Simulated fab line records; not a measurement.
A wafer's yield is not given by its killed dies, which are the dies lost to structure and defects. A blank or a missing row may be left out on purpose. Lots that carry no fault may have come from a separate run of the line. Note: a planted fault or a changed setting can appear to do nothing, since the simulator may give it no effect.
Chamber matching / flow n5_finfet / N5_BEOL_M7_VIA_ETCH_34 on rie_diel-03 has 4 sister chambers
The step etches SiCOH lowk in C4F6/O2, target depth 125.5 nm, time 50.5 s. 4 wafers are shown with their chamber, then 8 later ones without.

== WAFERS, EACH WITH ITS CHAMBER ==
wafer=L082.6; chamber=3; showerhead_plenum_p_Torr (Torr)=2.75
wafer=L086.2; chamber=0; showerhead_plenum_p_Torr (Torr)=2.71
wafer=L087.1; chamber=1; showerhead_plenum_p_Torr (Torr)=2.91
wafer=L088.1; chamber=2; showerhead_plenum_p_Torr (Torr)=2.72

== WAFERS WHOSE CHAMBER IS MISSING ==
wafer=L088.4; showerhead_plenum_p_Torr (Torr)=2.74
wafer=L088.6; showerhead_plenum_p_Torr (Torr)=2.71
wafer=L094.1; showerhead_plenum_p_Torr (Torr)=2.90
wafer=L094.5; showerhead_plenum_p_Torr (Torr)=2.72
wafer=L094.6; showerhead_plenum_p_Torr (Torr)=2.90
wafer=L095.3; showerhead_plenum_p_Torr (Torr)=2.90
wafer=L095.4; showerhead_plenum_p_Torr (Torr)=2.74
wafer=L095.6; showerhead_plenum_p_Torr (Torr)=2.74

== THE CHAMBER EACH PASSED THROUGH ==
wafer=L088.4; from the rows above=can't be placed: 3 or 2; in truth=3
wafer=L088.6; from the rows above=can't be placed: 0 or 2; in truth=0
wafer=L094.1; from the rows above=1; in truth=1
wafer=L094.5; from the rows above=can't be placed: 2 or 0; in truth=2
wafer=L094.6; from the rows above=1; in truth=1
wafer=L095.3; from the rows above=1; in truth=1
wafer=L095.4; from the rows above=can't be placed: 3 or 2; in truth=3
wafer=L095.6; from the rows above=can't be placed: 3 or 2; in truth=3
Correctly placed: 3 of 8. Not placeable from these rows: 5 (in 5, the candidates include the true chamber). Wrongly placed: 0.
How it was worked out, from the rows above alone: a wafer's distance from a chamber is the root of the sum, over the readings, of the square of ((its reading less the chamber's mean) divided by the reading's scatter). If the next closest chamber is less than 2 further off than the closest, the wafer can't be placed; otherwise it belongs to the closest. Each chamber's mean is taken over the wafers shown for it. The scatter: root of mean squared gap, hidden wafer to nearest shown wafer, with one shown wafer a chamber.
